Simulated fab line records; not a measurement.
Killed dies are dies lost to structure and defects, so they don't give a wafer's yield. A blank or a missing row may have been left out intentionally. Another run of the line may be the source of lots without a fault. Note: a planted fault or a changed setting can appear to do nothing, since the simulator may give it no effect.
2 desks, one fault -- flow n5-finfet -- numbers are kept per desk, each desk with only its own; the story behind them comes last

THE METROLOGY DESK
What the gauges read for every lot (on any tool): the sampled wafers with a number, averaged. A lot is out of limits, marked OUT, if its mean lies more than 4 standard deviations from the usual mean; the brackets give that distance. It has 10 readings; the 7 that lie furthest out on some lot are the ones shown.
Columns: A = DIBL_P at N5_BEOL_M4_RC_MEAS_101, usual 37.1 mV/V; B = IOFF_N at N5_BEOL_M4_RC_MEAS_101, usual 0.17 nA/um; C = IOFF_P at N5_BEOL_M4_RC_MEAS_101, usual 0.22 nA/um; D = ION_P at N5_BEOL_M4_RC_MEAS_101, usual 463 uA/um; E = SS_N at N5_BEOL_M4_RC_MEAS_101, usual 71.7 mV/dec; F = VT_N at N5_BEOL_M4_RC_MEAS_101, usual 249 mV; G = VT_P at N5_BEOL_M4_RC_MEAS_101, usual -250 mV
lot,first seen here,A,B,C,D,E,F,G
L644,day 9 03:01,38.2,0.20,0.27,471,72.0,247,-245
L645,day 9 13:50,37.1,0.16,0.21,459,71.3,250,-252
L646,day 9 14:19,35.7,0.15,0.20,458,70.7,250,-252
L647,day 9 17:22,38.1,0.18,0.25,470,72.0,247,-246
L661,day 13 10:33,33.9,0.13,0.21,467,71.2,252,-250
This desk found nothing out of limits on any of the 5 lots.

THE TOOL OWNER'S DESK: lpcvd-01
The tool's own readings at N5_DUMMY_GATE_HM_DEP_06 (deposits SiNx from DCS/NH3, target thk 80 nm, time 5141 s): means of the sampled wafers that have a number, for each lot that ran on this tool. A lot is out of limits, marked OUT, if its mean lies more than 4 standard deviations from the usual mean; the brackets give that distance.
Columns: A = spike-tc-upper-C at N5_DUMMY_GATE_HM_DEP_06, usual 699.6 C; B = zone-power-bottom-pct at N5_DUMMY_GATE_HM_DEP_06, usual 16.7 %; C = zone-power-centre-pct at N5_DUMMY_GATE_HM_DEP_06, usual 11.4 %; D = zone-power-lower-pct at N5_DUMMY_GATE_HM_DEP_06, usual 10.6 %
lot,first seen here,A,B,C,D
L644,day 3 12:01,697.9,17.6,10.4,10.2
L645,day 3 19:01,699.8,18.4,10.1,11.1
L646,day 3 23:22,698.7,17.6,10.4,10.2
L647,day 4 04:59,698.3,17.8,10.5,10.2
This desk found nothing out of limits on any of the 4 lots.

ALL TOGETHER
The metrology desk saw nothing out of limits.
Nothing out of limits was seen by the tool owner's desk.

WHAT HAD BEEN PUT IN BY THE SIMULATOR
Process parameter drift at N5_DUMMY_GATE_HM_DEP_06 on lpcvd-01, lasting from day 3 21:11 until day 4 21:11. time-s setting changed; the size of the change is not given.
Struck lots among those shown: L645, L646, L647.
